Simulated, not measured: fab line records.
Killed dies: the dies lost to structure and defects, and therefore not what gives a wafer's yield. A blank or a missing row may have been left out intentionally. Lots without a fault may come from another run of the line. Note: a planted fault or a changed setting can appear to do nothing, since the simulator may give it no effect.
Chamber matching || flow nand harc || NHARC_P_M2_DEP_33 on pecvd-04: 3 sister chambers
The step deposits SiCN, target thk 30 nm. 22 wafers are shown with their chamber, then 11 later ones without.

EACH WAFER AND ITS CHAMBER
{"wafer": "L074.1", "chamber": 2, "heater power w (W)": 581}
{"wafer": "L074.2", "chamber": 0, "heater power w (W)": 641}
{"wafer": "L074.5", "chamber": 2, "heater power w (W)": 575}
{"wafer": "L075.1", "chamber": 0, "heater power w (W)": 636}
{"wafer": "L075.4", "chamber": 1, "heater power w (W)": 626}
{"wafer": "L075.6", "chamber": 2, "heater power w (W)": 534}
{"wafer": "L076.2", "chamber": 0, "heater power w (W)": 615}
{"wafer": "L076.3", "chamber": 2, "heater power w (W)": 491}
{"wafer": "L076.4", "chamber": 0, "heater power w (W)": 622}
{"wafer": "L078.1", "chamber": 0, "heater power w (W)": 637}
{"wafer": "L078.2", "chamber": 1, "heater power w (W)": 565}
{"wafer": "L078.6", "chamber": 2, "heater power w (W)": 462}
{"wafer": "L081.1", "chamber": 1, "heater power w (W)": 654}
{"wafer": "L081.3", "chamber": 2, "heater power w (W)": 542}
{"wafer": "L081.5", "chamber": 0, "heater power w (W)": 522}
{"wafer": "L083.1", "chamber": 2, "heater power w (W)": 558}
{"wafer": "L083.2", "chamber": 0, "heater power w (W)": 596}
{"wafer": "L083.4", "chamber": 0, "heater power w (W)": 600}
{"wafer": "L086.1", "chamber": 1, "heater power w (W)": 591}
{"wafer": "L086.2", "chamber": 0, "heater power w (W)": 597}
{"wafer": "L086.5", "chamber": 0, "heater power w (W)": 603}
{"wafer": "L087.2", "chamber": 2, "heater power w (W)": 538}

SIGNATURES (means of the wafers above)
{"reading": "heater power w", "chamber 0": 606.90, "chamber 1": 609.00, "chamber 2": 535.12, "scatter within a chamber": 37.6}
Rule: a wafer lies at a distance from a chamber equal to the root of the sum of squares, over the readings, of (its reading less the chamber's mean, divided by the reading's scatter). The wafer belongs to the nearest chamber; if the next one is less than 2 further off, it can't be placed. The scatter: the root of (the sum of the squares of (reading less its chamber's mean) over the shown wafers, divided by (wafers less chambers)).

WAFERS WITH NO CHAMBER GIVEN
{"wafer": "L087.5", "heater power w (W)": 607}
{"wafer": "L087.6", "heater power w (W)": 548}
{"wafer": "L091.1", "heater power w (W)": 593}
{"wafer": "L091.2", "heater power w (W)": 726}
{"wafer": "L091.3", "heater power w (W)": 509}
{"wafer": "L096.1", "heater power w (W)": 701}
{"wafer": "L096.4", "heater power w (W)": 698}
{"wafer": "L096.6", "heater power w (W)": 554}
{"wafer": "L097.3", "heater power w (W)": 545}
{"wafer": "L097.4", "heater power w (W)": 547}
{"wafer": "L097.6", "heater power w (W)": 587}

WHICH CHAMBER EACH WENT THROUGH
{"wafer": "L087.5", "from the rows above": "can't be placed: 0 or 1 or 2", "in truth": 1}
{"wafer": "L087.6", "from the rows above": "can't be placed: 2 or 0 or 1", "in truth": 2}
{"wafer": "L091.1", "from the rows above": "can't be placed: 0 or 1 or 2", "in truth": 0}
{"wafer": "L091.2", "from the rows above": "can't be placed: 1 or 0 or 2", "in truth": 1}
{"wafer": "L091.3", "from the rows above": "can't be placed: 2 or 0 or 1", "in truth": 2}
{"wafer": "L096.1", "from the rows above": "can't be placed: 1 or 0 or 2", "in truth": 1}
{"wafer": "L096.4", "from the rows above": "can't be placed: 1 or 0 or 2", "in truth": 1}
{"wafer": "L096.6", "from the rows above": "can't be placed: 2 or 0 or 1", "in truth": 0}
{"wafer": "L097.3", "from the rows above": "can't be placed: 2 or 0 or 1", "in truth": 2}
{"wafer": "L097.4", "from the rows above": "can't be placed: 2 or 0 or 1", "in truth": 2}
{"wafer": "L097.6", "from the rows above": "can't be placed: 0 or 1 or 2", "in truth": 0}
Correctly placed: 0 of 11. Cannot be placed on the basis of these rows: 11; the candidates contain the true chamber in 11. Wrongly placed: 0.
